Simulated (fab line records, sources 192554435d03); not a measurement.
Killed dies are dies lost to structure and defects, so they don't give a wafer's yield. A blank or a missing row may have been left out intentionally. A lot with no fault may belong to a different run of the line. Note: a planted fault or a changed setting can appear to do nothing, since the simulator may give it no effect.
fab line records	flow n5_finfet
record lots=5	wafers=15	last_day=17
route steps=1938 shown BEOL_M1@789 BEOL_M4@1111 PASSIVATION@1936
lots untouched by any fault: they come from a run of this same line in which no faults occurred
start_h: hours from the record's first day to the start of the lot's first wafer shown	wait_h: hours since the lot's step before	" as in the row above	L1.1+2: several wafers, shown together as one row	- no value, or no start given	* or withheld: withheld	< > ~ a bound
route shown NAME@n: names a module that has steps shown in the file, with the first one's number in the route	usual: mean/standard deviation taken from wafers without a fault	same: alike in all rows	chamber/n: place in a boat	sites: per-site readings	_std_site: the values' standard deviation	_edge_site: the outer-site mean with the inner-site mean subtracted	radius_mm: for every site, how far away it sits from the centre of the wafer	mask NAME#n: copy n	behind: the tool/chamber that last shaped the wafer	hold: why the lot was held/for how many hours/how that ended	device: whichever transistor did not switch (one of n, p or np)	end of line: at the end of the route, the tests of the same wafers	where a step has no rows: the recipe by itself	killed: dies lost to structure and defects at the first sort, not the wafer's yield	map: a wafer's dies, marking killed ones x, the rest . and places with no die _
set.NAME: setting as actually run; set.NAME@STEP: the setting as run at that earlier step	model.NAME: the simulator's own value behind a step, which no gauge read
a table for each step, a row for each wafer; lots at some steps of the route
services: from which hour (start_h, from the record's first day; less than 0 if before it) a tool's chamber was out of use, for how many hours, and why
## steps
# step N5_BEOL_M1_DESCUM_33
# recipe chemistry=O2	time_s=7	source_power_w=50	bias_power_w=20	pressure_mtorr=20	rf_frequency_hz=2.712e+07	temp_c=40	resist=CAR-EUV	o2_flow_sccm=225
# step N5_BEOL_M1_ETCH_77
# recipe chemistry=N2/H2	target=underlayer	target_depth_a=65	mask_material=CAR-EUV	time_s=5.2	ion_energy_ev=200	pressure_mtorr=30	source_w=840	bias_w=150	n2_flow_sccm=200	h2_flow_sccm=200	ends=cleared
# step N5_BEOL_M1_ETCH_69
# recipe chemistry=CF4	target=SiARC	target_depth_a=156	mask_material=CAR-EUV	time_s=26	ion_energy_ev=80	pressure_mtorr=40	source_w=545	bias_w=36	Ar_flow_sccm=100	cf4_flow_sccm=100	ends=cleared
# step N5_BEOL_M1_ALD_98
# recipe material=SiO2	target_thk_a=25	temp_c=100	ald_precursor_family=BDEAS	ald_co_reactant=O2-plasma	pulse_time_s=1	co_reactant_pulse_time_s=1	purge_time_s=2	co_reactant_purge_time_s=2	ald_cycles=17	pressure_torr=2
# step N5_BEOL_M1_ETCHBACK_99
# recipe chemistry=CHF3	target=SiO2	target_depth_a=50	time_s=10.4	source_w=215	bias_w=47	Ar_flow_sccm=200	CHF3_flow_sccm=12	ion_energy_ev=100	pressure_mtorr=30
# step N5_BEOL_M1_ETCH_70
# recipe chemistry=N2/H2	target=SOC	target_depth_a=800	overetch_a=160	mask_material=SiARC	temp_c=40	time_s=120	ion_energy_ev=200	pressure_mtorr=30	source_w=840	bias_w=150	n2_flow_sccm=200	h2_flow_sccm=200
# step N5_BEOL_M1_STRIP_71
# recipe chemistry=N2/H2	temp_c=40	n2_flow_sccm=200	h2_flow_sccm=200	rf_frequency_hz=6e+07
# step N5_BEOL_M1_STRIP_78
# recipe chemistry=N2/H2	temp_c=40	n2_flow_sccm=200	h2_flow_sccm=200	rf_frequency_hz=6e+07
# step N5_BEOL_M1_VIA_ETCH_34
# recipe chemistry=C4F6/O2	target_depth_a=678	mask_material=SOC	pressure_mtorr=15	ion_energy_ev=250	taper_deg=4	time_s=64.4	source_w=350	bias_w=170	Ar_flow_sccm=300	C4F6_flow_sccm=10	O2_flow_sccm=10
# step N5_BEOL_M1_STRIP_83
# recipe chemistry=C4F6/O2	resist=SiARC	rf_frequency_hz=6e+07
# step N5_BEOL_M1_STRIP_36
# recipe chemistry=N2/H2	power_w=450	temp_c=40	pressure_mtorr=20	rf_frequency_hz=6e+07	overash_fraction=0.3	bias_power_w=7	h2_frac=0.5	n2_flow_sccm=200	h2_flow_sccm=200
# usual bias_power_w=7.004/0.023	chamber_pressure_mTorr=20.00/0.033	drypump_motor_current_A=5.8/0.42	oes_product_au=0.78/0.083	power_w=450.2/1.3	rf_vpp_V=59.2/1.4	showerhead_plenum_p_Torr=2.53/0.1	throttle_valve_pct=23.6/0.39
lot.wafer	tool	chamber	start_h	wait_h	bias_power_w	chamber_pressure_mTorr	drypump_motor_current_A	oes_product_au	power_w	rf_hours_counter_h	rf_vpp_V	showerhead_plenum_p_Torr	throttle_valve_pct	model.SOC_of_BEOL_M1_COAT_67.thk_nm	model.SiO2_of_BEOL_M1_ALD_98.thk_nm
L917.3	rie_diel-06	1	162.83	0.0	-	-	-	-	-	-	-	-	-	52.2	2.6
L917.4	"	2	"	"	-	-	-	-	-	-	-	-	-	52.2	2.4
L917.5	"	3	"	"	-	-	-	-	-	-	-	-	-	52.2	2.4
L918.2	rie_diel-01	0	175.28	0.0	-	-	-	-	-	-	-	-	-	52.2	2.4
L918.3	"	2	"	"	-	-	-	-	-	-	-	-	-	52.2	2.6
L918.5	"	0	"	"	-	-	-	-	-	-	-	-	-	52	2.4
L919.1	rie_diel-01	0	175.75	0.0	-	-	-	-	-	-	-	-	-	52.2	2.6
L919.2	"	2	"	"	-	-	-	-	-	-	-	-	-	52	2.6
L919.3	"	1	"	"	-	-	-	-	-	-	-	-	-	52.2	2.4
L928.1	rie_diel-06	2	248.18	0.0	6.983	19.96	6.1	0.70	447.5	207	60.1	2.43	24.4	0	0
L928.3	"	1	"	"	6.996	19.96	6.5	0.86	451.0	55	62.3	2.48	23.6	0	0
L928.5	"	2	"	"	6.974	19.99	6.1	0.69	449.0	-	57.9	2.43	24.4	0	0
L931.1	rie_diel-06	3	248.58	0.0	7.002	20.02	5.8	0.86	452.3	53	58.6	2.47	23.6	0	0
L931.5	"	3	"	"	7.012	20.00	5.8	0.87	450.2	-	60.5	2.47	23.7	0	0
L931.6	"	2	"	"	7.000	20.02	6.1	0.69	451.5	-	58.0	2.43	24.4	0	0
# step N5_BEOL_M1_TRENCH_ETCH_37
# recipe chemistry=C4F6/O2	target_depth_a=552.07	target=SiOC	time_s=29	ion_energy_ev=250	pressure_mtorr=30	source_w=355	bias_w=185	Ar_flow_sccm=300	C4F6_flow_sccm=10	O2_flow_sccm=10
# step N5_BEOL_M1_ETCH_41
# recipe chemistry=CH3F/O2	target=SiCN	target_depth_a=319	taper_deg=2	time_s=57.8	ion_energy_ev=120	mask_material=TiN	pressure_mtorr=30	source_w=395	bias_w=75	Ar_flow_sccm=150	CH3F_flow_sccm=30	O2_flow_sccm=20
# usual CH3F_flow_sccm=30.00/0.098	drypump_motor_current_A=5.8/0.42	mfc_ar_sccm=150.0/0.42	oes_product_au=0.77/0.088	rf_fwd_power_W=391.3/1.7	rf_vpp_V=297.2/1.8	showerhead_plenum_p_Torr=1.99/0.078	throttle_valve_pct=16.27/0.28
lot.wafer	tool	chamber	start_h	wait_h	CH3F_flow_sccm	drypump_motor_current_A	mfc_ar_sccm	oes_product_au	rf_fwd_power_W	rf_hours_counter_h	rf_vpp_V	showerhead_plenum_p_Torr	throttle_valve_pct	model.SOC_of_BEOL_M1_COAT_67.thk_nm
L917.3	rie_diel-06	1	162.90	0.0	30.06	6.5	149.6	0.90	391.3	33	295.7	1.96	16.06	34.2
L917.4	"	2	"	"	29.98	6.1	149.7	0.71	390.1	-	294.9	1.90	16.72	34.6
L917.5	"	3	"	"	30.03	5.8	150.8	0.90	389.9	-	295.4	1.97	16.18	34.4
L918.2	rie_diel-01	0	175.35	0.0	30.05	5.6	149.6	0.90	390.1	26	299.3	2.05	15.81	33.8
L918.3	"	2	"	"	30.07	5.4	149.6	0.73	394.2	210	295.3	1.90	16.28	33.8
L918.5	"	0	"	"	29.96	5.7	149.5	0.91	389.4	-	298.8	2.05	15.80	33.6
L919.1	rie_diel-01	0	175.82	0.0	30.05	5.6	150.1	0.90	389.2	27	298.5	2.05	15.82	33.8
L919.2	"	2	"	"	30.08	5.5	149.6	0.73	394.7	210	296.5	1.90	16.30	33.6
L919.3	"	1	"	"	30.16	5.5	149.9	0.72	391.5	184	299.8	2.07	16.48	34.4
L928.1	rie_diel-06	2	-	-	30.10	6.2	150.5	0.69	391.0	207	295.9	1.90	16.76	0
L928.3	"	1	"	"	29.87	6.5	149.6	0.87	392.2	55	296.0	1.96	16.11	0
L928.5	"	2	"	"	29.90	6.1	150.7	0.69	390.8	-	296.1	1.90	16.77	0
L931.1	rie_diel-06	3	-	-	29.94	5.8	150.1	0.85	392.8	53	296.2	1.96	16.22	0
L931.5	"	3	"	"	29.91	5.8	149.8	0.86	392.4	-	296.2	1.96	16.22	0
L931.6	"	2	"	"	29.87	6.1	150.0	0.69	388.8	-	295.3	1.90	16.77	0
# step N5_BEOL_M1_STRIP_97
# recipe chemistry=N2/H2	time_s=10	power_w=450	temp_c=40	pressure_mtorr=20	rf_frequency_hz=6e+07	bias_power_w=7	n2_flow_sccm=200	h2_flow_sccm=200
# step N5_BEOL_M4_RC_MEAS_101
# usual DIBL_N=35.0/2.4	DIBL_P=35.4/2.8	IOFF_N=0.14/0.045	IOFF_P=0.20/0.048	ION_N=667/19	ION_P=460/11	SS_N=71.2/0.71	SS_P=73.1/0.86	VT_N=252/4.6	VT_P=-251/3.4
lot.wafer	tool	chamber	start_h	wait_h	DIBL_N[mV/V]	DIBL_P[mV/V]	IOFF_N[nA/um]	IOFF_P[nA/um]	ION_N[uA/um]	ION_P[uA/um]	SS_N[mV/dec]	SS_P[mV/dec]	VT_N[mV]	VT_P[mV]
L928.1	prober-02	0	281.87	0.0	33.3	33.2	0.12	0.18	674	467	71.2	72.3	253	-253
L928.3	"	0	"	"	35.8	35.9	0.15	0.21	665	457	71.1	72.7	251	-249
L928.5	"	0	"	"	35.5	35.8	0.13	0.21	646	449	71.6	72.9	253	-251
L931.1	prober-02	0	283.67	0.0	32.4	32.4	0.09	0.14	633	442	70.3	71.4	261	-255
L931.5	"	0	"	"	38.1	40.2	0.18	0.25	683	473	72.2	74.4	248	-250
L931.6	"	0	"	"	36.0	37.3	0.14	0.20	685	469	71.5	73.2	254	-253
# step N5_PASSIVATION_PROBE_49
# usual defect_limited_yield=91.7/1.4	killed_at_M0_to_M3=32/9.7	killed_at_M4_up=14/5.5	killed_at_contacts=13/6.1	killed_at_front_end=35/10	killed_at_other=4.2/2.9	killed_dies=98/17	killed_on_rim=13/4.2	killed_open=63/12	killed_short=32/7.7	sort_bin_5_function=4.8/0.9	sort_bin_6_memory=3.1/0.63	sort_bin_8_speed=1/3.3	sort_n_pass=1073/41	sort_yield_pct=91/3.5
# same gross_dies=1180	killed_at_back_side=0	sort_bin_4_leakage[%]=0
lot.wafer	tool	chamber	start_h	wait_h	defect_limited_yield[%]	killed_at_M0_to_M3	killed_at_M4_up	killed_at_contacts	killed_at_front_end	killed_at_other	killed_dies	killed_on_rim	killed_open	killed_short	sort_bin_5_function[%]	sort_bin_6_memory[%]	sort_bin_8_speed[%]	sort_n_pass	sort_yield_pct[%]
L917.3	prober-01	-	305.68	0.1	0	1100	11	11	53	5	1180	152	60	54	96.1	3.6	0	0	0
L917.4	prober-01	-	305.73	0.2	0	1141	9	5	19	6	1180	152	57	25	96.9	2.7	0	0	0
L917.5	prober-01	-	305.78	0.2	0	1118	12	7	38	5	1180	152	64	26	95.8	3.9	0	0	0
L919.1	prober-01	-	321.58	0.0	0	1116	11	16	27	10	1180	152	74	16	96.5	3.1	0	0	0
L919.2	prober-01	-	321.63	0.1	0	1127	14	10	28	1	1180	152	66	30	96.9	3.0	0	0	0
L919.3	prober-01	-	321.68	0.1	0	1116	11	9	39	5	1180	152	59	27	97.0	2.8	0	0	0
L918.2	prober-02	-	324.16	0.1	0	1099	13	31	29	8	1180	152	62	43	96.5	3.1	0	0	0
L918.3	prober-02	-	324.21	0.1	0	1123	13	16	26	2	1180	152	57	21	97.7	2.1	0	0	0
L918.5	prober-02	-	324.31	0.2	0	1128	10	16	25	1	1180	152	45	25	97.2	2.5	0	0	0
L928.1	prober-02	-	394.56	0.0	91.3	30	10	22	37	4	103	7	67	26	5.2	2.8	0	1077	91
L928.3	prober-02	-	394.66	0.1	92.1	20	13	14	41	5	93	13	60	26	4.4	2.6	0	1087	92
L928.5	prober-02	-	394.76	0.2	93.8	29	3	14	19	8	73	10	48	24	3.9	1.9	0	1107	94
L931.1	prober-02	-	403.44	0.0	93.9	14	18	12	19	9	72	7	53	19	3.3	2.5	4	1061	90
L931.5	prober-02	-	403.64	0.2	92.8	35	8	11	24	7	85	7	57	25	4.8	2.4	0	1095	93
L931.6	prober-02	-	403.69	0.3	94.3	26	8	14	16	3	67	2	42	19	2.5	2.6	0	1113	94
# killed by level:class
L917.3 BEOL_M1:area_ald=1056 FIN_SAQP:geometric_particle:short=16 BEOL_M0_SAQP:geometric_particle:short=15 FIN_SAQP:geometric_particle:open=10 MOL_CONTACT_COAG:geometric_particle:open=9 BEOL_M0_SAQP:geometric_particle:open=8 FIN_CUT:area_etch=7 BEOL_M1:geometric_particle:open=6
L917.4 BEOL_M1:area_ald=1091 BEOL_M1:geometric_particle:open=15 BEOL_M0_SAQP:geometric_particle:open=8 BEOL_M0_SAQP:geometric_particle:short=8 BEOL_M2:geometric_particle:open=7 BEOL_M3:geometric_particle:open=7 STI_FIN_REVEAL:geometric_particle:open=4 MOL_CONTACT_COAG:geometric_particle:open=3
L917.5 BEOL_M1:area_ald=1087 STI_FIN_REVEAL:geometric_particle:open=12 BEOL_M0_SAQP:geometric_particle:open=11 MOL_CONTACT_COAG:geometric_particle:open=7 BEOL_M0_SAQP:geometric_particle:short=7 BEOL_M4:geometric_particle:open=7 FIN_SAQP:geometric_particle:open=6 BEOL_M1:geometric_particle:short=4
L919.1 BEOL_M1:area_ald=1087 MOL_CONTACT_COAG:geometric_particle:open=16 DUMMY_GATE:geometric_particle:open=7 BEOL_M0_SAQP:geometric_particle:open=7 BEOL_M3:geometric_particle:open=7 FIN_SAQP:geometric_particle:open=5 BEOL_M1:geometric_particle:open=5 BEOL_M2:geometric_particle:open=4
L919.2 BEOL_M1:area_ald=1082 MOL_CONTACT_COAG:geometric_particle:open=8 BEOL_M0_SAQP:geometric_particle:short=8 BEOL_M3:geometric_particle:open=8 BEOL_M2:geometric_particle:open=7 BEOL_M0_SAQP:geometric_particle:open=7 BEOL_M1:geometric_particle:open=7 FIN_SAQP:geometric_particle:open=6
L919.3 BEOL_M1:area_ald=1087 FIN_SAQP:geometric_particle:open=11 BEOL_M3:geometric_particle:open=9 MOL_CONTACT_COAG:geometric_particle:open=8 BEOL_M0_SAQP:geometric_particle:short=7 FIN_SAQP:geometric_particle:short=5 STI_FIN_REVEAL:geometric_particle:open=4 BEOL_M0_SAQP:geometric_particle:open=4
L918.2 BEOL_M1:area_ald=1074 MOL_CONTACT_COAG:geometric_particle:open=25 FIN_SAQP:geometric_particle:short=11 BEOL_M0_SAQP:geometric_particle:short=8 GATE_CUT:geometric_particle:open=6 MOL_CONTACT_COAG:geometric_particle:short=6 BEOL_M2:geometric_particle:open=6 GATE_CUT:geometric_particle:short=5
L918.3 BEOL_M1:area_ald=1102 MOL_CONTACT_COAG:geometric_particle:open=13 FIN_SAQP:geometric_particle:open=8 BEOL_M2:geometric_particle:open=7 BEOL_M4:geometric_particle:open=6 STI_FIN_REVEAL:geometric_particle:open=5 FIN_SAQP:geometric_particle:short=4 BEOL_M0_SAQP:geometric_particle:open=4
L918.5 BEOL_M1:area_ald=1108 MOL_CONTACT_COAG:geometric_particle:open=15 BEOL_M2:geometric_particle:open=8 GATE_CUT:geometric_particle:short=7 STI_FIN_REVEAL:geometric_particle:open=6 BEOL_M0_SAQP:geometric_particle:short=5 BEOL_M5:geometric_particle:open=5 FIN_SAQP:geometric_particle:short=4
L928.1 MOL_CONTACT_COAG:geometric_particle:open=18 FIN_SAQP:geometric_particle:open=14 BEOL_M0_SAQP:geometric_particle:short=9 HKMG_FIN:area_etch=8 BEOL_M1:geometric_particle:open=7 BEOL_M0_SAQP:geometric_particle:open=5 MOL_CONTACT_COAG:geometric_particle:short=4 BEOL_M4:geometric_particle:open=4
L928.3 MOL_CONTACT_COAG:geometric_particle:open=13 FIN_SAQP:geometric_particle:open=12 BEOL_M0_SAQP:geometric_particle:short=7 HKMG_FIN:area_etch=6 BEOL_M1:geometric_particle:open=5 STARTING-WAFER:geometric_particle:open=5 FIN_SAQP:geometric_particle:short=4 DUMMY_GATE:geometric_particle:short=3
L928.5 MOL_CONTACT_COAG:geometric_particle:open=10 STI_FIN_REVEAL:geometric_particle:open=6 BEOL_M0_SAQP:geometric_particle:short=5 BEOL_M1:geometric_particle:open=5 BEOL_M3:geometric_particle:open=5 MOL_CONTACT_COAG:geometric_particle:short=4 BEOL_M0_SAQP:geometric_particle:open=4 GATE_CUT:geometric_particle:short=3
L931.1 MOL_CONTACT_COAG:geometric_particle:open=12 BEOL_M4:geometric_particle:open=9 BEOL_M0:geometric_particle:open=4 BEOL_M1:geometric_particle:open=4 MIM_BOT:geometric_particle:short=4 FIN_SAQP:geometric_particle:short=3 FIN_SAQP:geometric_particle:open=3 STI_FIN_REVEAL:geometric_particle:open=3
L931.5 STI_FIN_REVEAL:geometric_particle:open=9 MOL_CONTACT_COAG:geometric_particle:open=8 BEOL_M1:geometric_particle:open=8 BEOL_M3:geometric_particle:open=6 BEOL_M2:geometric_particle:open=6 BEOL_M0_SAQP:geometric_particle:short=5 GATE_CUT:geometric_particle:short=3 MOL_CONTACT_COAG:geometric_particle:short=3
L931.6 MOL_CONTACT_COAG:geometric_particle:open=12 BEOL_M1:geometric_particle:open=9 HKMG_FIN:area_etch=6 BEOL_M0_SAQP:geometric_particle:short=5 BEOL_M4:geometric_particle:open=4 BEOL_M2:geometric_particle:open=4 FIN_SAQP:geometric_particle:short=3 ILD0:geometric_particle:open=3
# map L917.3 (x killed, . not)
_________________xxxxxxxxxxxx________________
______________xxxxxxxxxxxxxxxxxx_____________
___________xxxxxxxxxxxxxxxxxxxxxxxx__________
__________xxxxxxxxxxxxxxxxxxxxxxxxxx_________
________xxxxxxxxxxxxxxxxxxxxxxxxxxxxxx_______
_______xxxxxxxxxxxxxxxxxxxxxxxxxxxxxxxx______
______xxxxxxxxxxxxxxxxxxxxxxxxxxxxxxxxxx_____
_____xxxxxxxxxxxxxxxxxxxxxxxxxxxxxxxxxxxx____
____xxxxxxxxxxxxxxxxxxxxxxxxxxxxxxxxxxxxxx___
___xxxxxxxxxxxxxxxxxxxxxxxxxxxxxxxxxxxxxxxx__
___xxxxxxxxxxxxxxxxxxxxxxxxxxxxxxxxxxxxxxxx__
__xxxxxxxxxxxxxxxxxxxxxxxxxxxxxxxxxxxxxxxxxx_
__xxxxxxxxxxxxxxxxxxxxxxxxxxxxxxxxxxxxxxxxxx_
_xxxxxxxxxxxxxxxxxxxxxxxxxxxxxxxxxxxxxxxxxxxx
_xxxxxxxxxxxxxxxxxxxxxxxxxxxxxxxxxxxxxxxxxxxx
_xxxxxxxxxxxxxxxxxxxxxxxxxxxxxxxxxxxxxxxxxxxx
_xxxxxxxxxxxxxxxxxxxxxxxxxxxxxxxxxxxxxxxxxxxx
_xxxxxxxxxxxxxxxxxxxxxxxxxxxxxxxxxxxxxxxxxxxx
_xxxxxxxxxxxxxxxxxxxxxxxxxxxxxxxxxxxxxxxxxxxx
_xxxxxxxxxxxxxxxxxxxxxxxxxxxxxxxxxxxxxxxxxxxx
_xxxxxxxxxxxxxxxxxxxxxxxxxxxxxxxxxxxxxxxxxxxx
__xxxxxxxxxxxxxxxxxxxxxxxxxxxxxxxxxxxxxxxxxx_
__xxxxxxxxxxxxxxxxxxxxxxxxxxxxxxxxxxxxxxxxxx_
___xxxxxxxxxxxxxxxxxxxxxxxxxxxxxxxxxxxxxxxx__
___xxxxxxxxxxxxxxxxxxxxxxxxxxxxxxxxxxxxxxxx__
____xxxxxxxxxxxxxxxxxxxxxxxxxxxxxxxxxxxxxx___
_____xxxxxxxxxxxxxxxxxxxxxxxxxxxxxxxxxxxx____
______xxxxxxxxxxxxxxxxxxxxxxxxxxxxxxxxxx_____
_______xxxxxxxxxxxxxxxxxxxxxxxxxxxxxxxx______
________xxxxxxxxxxxxxxxxxxxxxxxxxxxxxx_______
__________xxxxxxxxxxxxxxxxxxxxxxxxxx_________
___________xxxxxxxxxxxxxxxxxxxxxxxx__________
______________xxxxxxxxxxxxxxxxxx_____________
_________________xxxxxxxxxxxx________________
# map L918.2 (x killed, . not)
_________________xxxxxxxxxxxx________________
______________xxxxxxxxxxxxxxxxxx_____________
___________xxxxxxxxxxxxxxxxxxxxxxxx__________
__________xxxxxxxxxxxxxxxxxxxxxxxxxx_________
________xxxxxxxxxxxxxxxxxxxxxxxxxxxxxx_______
_______xxxxxxxxxxxxxxxxxxxxxxxxxxxxxxxx______
______xxxxxxxxxxxxxxxxxxxxxxxxxxxxxxxxxx_____
_____xxxxxxxxxxxxxxxxxxxxxxxxxxxxxxxxxxxx____
____xxxxxxxxxxxxxxxxxxxxxxxxxxxxxxxxxxxxxx___
___xxxxxxxxxxxxxxxxxxxxxxxxxxxxxxxxxxxxxxxx__
___xxxxxxxxxxxxxxxxxxxxxxxxxxxxxxxxxxxxxxxx__
__xxxxxxxxxxxxxxxxxxxxxxxxxxxxxxxxxxxxxxxxxx_
__xxxxxxxxxxxxxxxxxxxxxxxxxxxxxxxxxxxxxxxxxx_
_xxxxxxxxxxxxxxxxxxxxxxxxxxxxxxxxxxxxxxxxxxxx
_xxxxxxxxxxxxxxxxxxxxxxxxxxxxxxxxxxxxxxxxxxxx
_xxxxxxxxxxxxxxxxxxxxxxxxxxxxxxxxxxxxxxxxxxxx
_xxxxxxxxxxxxxxxxxxxxxxxxxxxxxxxxxxxxxxxxxxxx
_xxxxxxxxxxxxxxxxxxxxxxxxxxxxxxxxxxxxxxxxxxxx
_xxxxxxxxxxxxxxxxxxxxxxxxxxxxxxxxxxxxxxxxxxxx
_xxxxxxxxxxxxxxxxxxxxxxxxxxxxxxxxxxxxxxxxxxxx
_xxxxxxxxxxxxxxxxxxxxxxxxxxxxxxxxxxxxxxxxxxxx
__xxxxxxxxxxxxxxxxxxxxxxxxxxxxxxxxxxxxxxxxxx_
__xxxxxxxxxxxxxxxxxxxxxxxxxxxxxxxxxxxxxxxxxx_
___xxxxxxxxxxxxxxxxxxxxxxxxxxxxxxxxxxxxxxxx__
___xxxxxxxxxxxxxxxxxxxxxxxxxxxxxxxxxxxxxxxx__
____xxxxxxxxxxxxxxxxxxxxxxxxxxxxxxxxxxxxxx___
_____xxxxxxxxxxxxxxxxxxxxxxxxxxxxxxxxxxxx____
______xxxxxxxxxxxxxxxxxxxxxxxxxxxxxxxxxx_____
_______xxxxxxxxxxxxxxxxxxxxxxxxxxxxxxxx______
________xxxxxxxxxxxxxxxxxxxxxxxxxxxxxx_______
__________xxxxxxxxxxxxxxxxxxxxxxxxxx_________
___________xxxxxxxxxxxxxxxxxxxxxxxx__________
______________xxxxxxxxxxxxxxxxxx_____________
_________________xxxxxxxxxxxx________________
## services
tool	chamber	start_h	hours	kind
rie_diel-01	3	198.80	7.3	repair
rie_diel-01	3	211.77	18.5	repair
## key
first_sign step=N5_BEOL_M1_STRIP_36	reading=tool_record	direction=missing
effect step=N5_PASSIVATION_PROBE_49	reading=killed_at_M0_to_M3	direction=up	sigmas=99+	usual=32	struck=1119
model_effect step=N5_BEOL_M1_STRIP_36	value=SOC_of_BEOL_M1_COAT_67.thk_nm	without=0	struck=52.16
model_effect step=N5_BEOL_M1_ETCH_41	value=SOC_of_BEOL_M1_COAT_67.thk_nm	without=0	struck=34.02
more_kills_born_at N5_BEOL_M1_ALD_84@ald_metal-03=6540	N5_BEOL_M1_ALD_84@ald_metal-01=3234
met_at N5_BEOL_M1_STRIP_36
struck_wafers L917.3,L917.4,L917.5,L918.2,L918.3,L918.5,L919.1,L919.2,L919.3
later_rows_left_out L917.3,L917.4,L917.5,L918.2,L918.3,L918.5,L919.1,L919.2,L919.3
fault kind=skipped_step_whole	tool=rie_diel-01,rie_diel-06	chamber=-	onset_h=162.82	steps=N5_BEOL_M1_STRIP_36	scope=struck_lots_only
# later_rows_left_out: the simulator's readings of these wafers behind a module that went badly wrong aren't trusted and aren't shown, but for the sort
